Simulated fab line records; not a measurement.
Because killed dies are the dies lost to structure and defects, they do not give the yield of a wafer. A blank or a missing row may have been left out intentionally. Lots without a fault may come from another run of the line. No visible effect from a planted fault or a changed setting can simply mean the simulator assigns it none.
Which of the tools did it? | flow nand_harc | Sampling: 14 lots, 42 wafers, 4 of 1302 route steps

== WHAT THE GAUGES SHOWED, per wafer ==
No reading from a measuring or inspecting step in the record can be judged against a usual standard deviation.

== EACH LOT AND THE TOOL THAT RAN IT (in order: tool; ch and the chambers of the sampled wafers; start) ==
lot  | NHARC_A_CONTACT_ETCH_50                       | NHARC_A_CONTACT_ETCH_114             | NHARC_A_CONTACT_ETCH_121             | NHARC_A_CONTACT_ETCH_96
L848 | rie_diel-12 ch 0,1, day 21 22:22 or earlier   | har_cap_etch-02 ch 0,1, day 21 22:22 | har_cap_etch-02 ch 0,1, day 21 23:33 | rie_diel-04 ch 0,1,3, day 22 01:01
L847 | rie_diel-07 ch 1,2,3, day 22 00:43 or earlier | har_cap_etch-03 ch 0,1, day 22 00:43 | har_cap_etch-03 ch 0,1, day 22 02:19 | rie_diel-07 ch 0,3, no start
L849 | rie_diel-07 ch 0,2,3, day 22 10:02 or earlier | har_cap_etch-02 ch 0,1, day 22 10:02 | har_cap_etch-02 ch 0,1, day 22 11:14 | rie_diel-04 ch 1,2,3, no start
L851 | rie_diel-12 ch 2,3, day 23 15:34 or earlier   | har_cap_etch-02 ch 0,1, day 23 15:34 | har_cap_etch-02 ch 0,1, day 23 16:46 | rie_diel-12 ch 0,1, no start
L854 | rie_diel-04 ch 0,1, day 24 23:58 or earlier   | har_cap_etch-03 ch 0,1, day 24 23:58 | har_cap_etch-03 ch 0,1, day 25 01:09 | rie_diel-12 ch 1,2, no start
L855 | rie_diel-12 ch 1,2,3, day 25 08:02 or earlier | har_cap_etch-02 ch 0,1, day 25 08:02 | har_cap_etch-02 ch 0,1, day 25 09:14 | rie_diel-12 ch 1,2,3, no start
L859 | rie_diel-12 ch 0,2,3, day 25 17:07 or earlier | har_cap_etch-03 ch 0,1, day 25 17:07 | har_cap_etch-03 ch 0,1, day 25 18:18 | rie_diel-07 ch 0,1, no start
L857 | rie_diel-04 ch 1,2,3, day 25 18:23 or earlier | har_cap_etch-02 ch 0,1, day 25 18:23 | har_cap_etch-02 ch 0,1, day 25 19:34 | rie_diel-04 ch 0,1,2, no start
L858 | rie_diel-12 ch 1,3, day 25 21:11 or earlier   | har_cap_etch-02 ch 0, day 25 21:11   | har_cap_etch-02 ch 0, day 25 22:23   | rie_diel-12 ch 2,3, no start
L856 | rie_diel-12 ch 0,2,3, day 26 00:43 or earlier | har_cap_etch-03 ch 0,1, day 26 00:43 | har_cap_etch-03 ch 0,1, day 26 01:54 | rie_diel-12 ch 0,1,3, no start
L864 | rie_diel-12 ch 1,3, day 29 01:03 or earlier   | har_cap_etch-02 ch 0, day 29 01:03   | har_cap_etch-02 ch 0, day 29 02:14   | rie_diel-04 ch 0,2, no start
L865 | rie_diel-12 ch 0,1,3, day 29 01:53 or earlier | har_cap_etch-01 ch 0,1, day 29 01:53 | har_cap_etch-01 ch 0,1, day 29 03:04 | rie_diel-12 ch 0,1,3, no start
L866 | rie_diel-12 ch 0,1,2, day 29 07:35 or earlier | har_cap_etch-02 ch 0,1, day 29 07:35 | har_cap_etch-02 ch 0,1, day 29 08:47 | rie_diel-12 ch 0,3, no start
L868 | rie_diel-12 ch 2,3, day 29 23:19 or earlier   | har_cap_etch-03 ch 0,1, day 29 23:19 | har_cap_etch-03 ch 0,1, day 30 00:31 | rie_diel-07 ch 2,3, no start
- NHARC_A_CONTACT_ETCH_50: etches the open film in CF4/CHF3, target depth 121 nm, time 60.5 s.
- NHARC_A_CONTACT_ETCH_114: etches the open film in C4F8/O2/Ar, time 190 s, target depth 1850 nm.
- NHARC_A_CONTACT_ETCH_121: etches the open film in C4F8/O2/Ar, time 190 s, target depth 1850 nm.
- NHARC_A_CONTACT_ETCH_96: etches the open film in C4F6/O2, target depth 20 nm, time 10 s.

== WHAT THE TOOLS THEMSELVES READ (means of the sampled wafers that have a number; where no wafer has one, the mark that the record gives instead) ==
NHARC_A_CONTACT_ETCH_50.
lot  | tool        | bias_w (W) | cf4_flow_sccm (sccm) | drypump_motor_current_A (A) | oes_product_au (a.u.) | rf_vpp_V (V) | showerhead_plenum_p_Torr (Torr) | throttle_valve_pct (%)
L848 | rie_diel-12 | 200.2      | 100.2                | 5.9                         | 0.971                 | 371.2        | 1.60                            | 16.801
L847 | rie_diel-07 | 200.2      | 100.2                | 5.8                         | 0.966                 | 371.7        | 1.60                            | 16.804
L849 | rie_diel-07 | 199.4      | 100.3                | 6.2                         | 0.963                 | 370.2        | 1.56                            | 16.798
L851 | rie_diel-12 | 199.8      | 100.1                | 5.9                         | 0.982                 | 370.4        | 1.58                            | 16.799
L854 | rie_diel-04 | 200.8      | 99.9                 | 5.2                         | 0.970                 | 371.3        | 1.63                            | 16.801
L855 | rie_diel-12 | 199.8      | 99.8                 | 5.9                         | 0.939                 | 372.6        | 1.61                            | 16.811
L859 | rie_diel-12 | 199.7      | 100.0                | 6.0                         | 0.972                 | 371.0        | 1.58                            | 16.792
L857 | rie_diel-04 | 200.0      | 99.9                 | 5.4                         | 0.972                 | 368.1        | 1.50                            | 16.814
L858 | rie_diel-12 | 200.5      | 99.8                 | 6.0                         | 0.962                 | 372.4        | 1.63                            | 16.800
L856 | rie_diel-12 | 200.0      | 99.9                 | 6.0                         | 0.940                 | 370.4        | 1.58                            | 16.808
L864 | rie_diel-12 | 199.9      | 100.0                | 6.3                         | 0.965                 | 372.2        | 1.62                            | 16.802
L865 | rie_diel-12 | 199.8      | 100.1                | 6.1                         | 0.946                 | 371.3        | 1.61                            | 16.807
L866 | rie_diel-12 | 199.8      | 99.9                 | 5.8                         | 0.967                 | 371.3        | 1.59                            | 16.795
L868 | rie_diel-12 | 200.1      | 99.7                 | 5.9                         | 0.964                 | 370.3        | 1.58                            | 16.807

NHARC_A_CONTACT_ETCH_114.
lot  | tool            | chamber_pressure_mTorr (mTorr) | oes_air_line_au (a.u.)
L848 | har_cap_etch-02 | 19.998                         | 0.991
L847 | har_cap_etch-03 | 20.002                         | 1.026
L849 | har_cap_etch-02 | 19.998                         | 1.001
L851 | har_cap_etch-02 | 19.993                         | 0.999
L854 | har_cap_etch-03 | 19.998                         | 0.999
L855 | har_cap_etch-02 | 20.003                         | 0.999
L859 | har_cap_etch-03 | 19.990                         | 1.034
L857 | har_cap_etch-02 | 19.985                         | 1.002
L858 | har_cap_etch-02 | 19.987                         | 1.008
L856 | har_cap_etch-03 | 19.991                         | 1.017
L864 | har_cap_etch-02 | 20.004                         | 0.990
L865 | har_cap_etch-01 | 20.015                         | 0.999
L866 | har_cap_etch-02 | 20.006                         | 1.018
L868 | har_cap_etch-03 | 19.986                         | 1.028

NHARC_A_CONTACT_ETCH_121.
lot  | tool            | chamber_pressure_mTorr (mTorr) | oes_air_line_au (a.u.)
L848 | har_cap_etch-02 | 19.993                         | 1.003
L847 | har_cap_etch-03 | 20.009                         | 0.991
L849 | har_cap_etch-02 | 19.999                         | 1.018
L851 | har_cap_etch-02 | 19.997                         | 1.004
L854 | har_cap_etch-03 | 20.001                         | 0.984
L855 | har_cap_etch-02 | -                              | -
L859 | har_cap_etch-03 | -                              | -
L857 | har_cap_etch-02 | 19.982                         | 0.998
L858 | har_cap_etch-02 | 20.001                         | 0.989
L856 | har_cap_etch-03 | 20.016                         | 1.005
L864 | har_cap_etch-02 | 19.999                         | 1.031
L865 | har_cap_etch-01 | 19.986                         | 1.005
L866 | har_cap_etch-02 | 19.984                         | 1.023
L868 | har_cap_etch-03 | 19.991                         | 0.970

NHARC_A_CONTACT_ETCH_96.
lot  | tool        | bias_w (W) | c4f6_flow_sccm (sccm) | drypump_motor_current_A (A) | oes_product_au (a.u.) | rf_vpp_V (V) | showerhead_plenum_p_Torr (Torr) | throttle_valve_pct (%)
L848 | rie_diel-04 | 498.8      | 24.99                 | 5.2                         | 1.007                 | 544          | 3.76                            | 26.901
L847 | rie_diel-07 | 499.9      | 25.01                 | 6.3                         | 0.938                 | 542          | 3.69                            | 26.907
L849 | rie_diel-04 | 499.7      | 25.03                 | 5.4                         | 0.961                 | 543          | 3.78                            | 26.890
L851 | rie_diel-12 | 499.9      | 25.01                 | 5.8                         | 0.964                 | 549          | 4.04                            | 26.905
L854 | rie_diel-12 | 499.8      | 24.99                 | 5.7                         | 0.939                 | 548          | 4.03                            | 26.904
L855 | rie_diel-12 | 499.8      | 25.04                 | 6.0                         | 0.947                 | 549          | 4.00                            | 26.896
L859 | rie_diel-07 | 499.8      | 25.02                 | 6.1                         | 0.952                 | 544          | 3.76                            | 26.902
L857 | rie_diel-04 | 498.6      | 25.05                 | 5.4                         | 0.950                 | 546          | 3.89                            | 26.910
L858 | rie_diel-12 | 500.8      | 24.95                 | 5.9                         | 0.945                 | 547          | 3.93                            | 26.912
L856 | rie_diel-12 | 500.4      | 25.06                 | 6.1                         | 0.953                 | 548          | 4.01                            | 26.898
L864 | rie_diel-04 | 499.7      | 24.97                 | 5.8                         | 0.938                 | 546          | 3.86                            | 26.916
L865 | rie_diel-12 | 502.2      | 25.02                 | 6.1                         | 0.949                 | 548          | 4.00                            | 26.904
L866 | rie_diel-12 | 498.9      | 24.99                 | 6.3                         | 0.943                 | 548          | 3.97                            | 26.904
L868 | rie_diel-07 | 498.8      | 25.05                 | 6.1                         | 0.995                 | 548          | 4.02                            | 26.894

== THE ANSWER, worked out from the rows above alone ==
Rule: the usual values come from the lots themselves. Put in order of their means at a reading, lots are off if they are a third of the lots or fewer, leave a main group of 4 or more, and stand apart from it by a gap of 3 or more times the standard deviation of the main group's means; of several such gaps the widest counts. A main group whose means are all the same, to the digits that the tables above print for the reading, isn't used. A lot without any number at a reading at which 4 lots or more have one is off too. Where the step has rows for the other lots, those lots are counted as sound. First the gauges in route order, then the tools' own readings, where a lot's mean is used as printed above. At the first step where some lot is off, the reading lying furthest off is the one used; lots without a number count as furthest.
Off at NHARC_A_CONTACT_ETCH_121 (chamber_pressure_mTorr): L855, L859. Without a number there: L855, L859. The main group: mean 19.997 mTorr, standard deviation 0.0096.
A tool fits if, at that step or a process step before it, it ran every lot that is off, and no sound lot after the first of them. NHARC_A_CONTACT_ETCH_50 gives no start for some lots, so the hours and the order of its lots are those of NHARC_A_CONTACT_ETCH_114. Not one of the candidates tried fits.

== WHAT HAD BEEN PUT IN BY THE SIMULATOR ==
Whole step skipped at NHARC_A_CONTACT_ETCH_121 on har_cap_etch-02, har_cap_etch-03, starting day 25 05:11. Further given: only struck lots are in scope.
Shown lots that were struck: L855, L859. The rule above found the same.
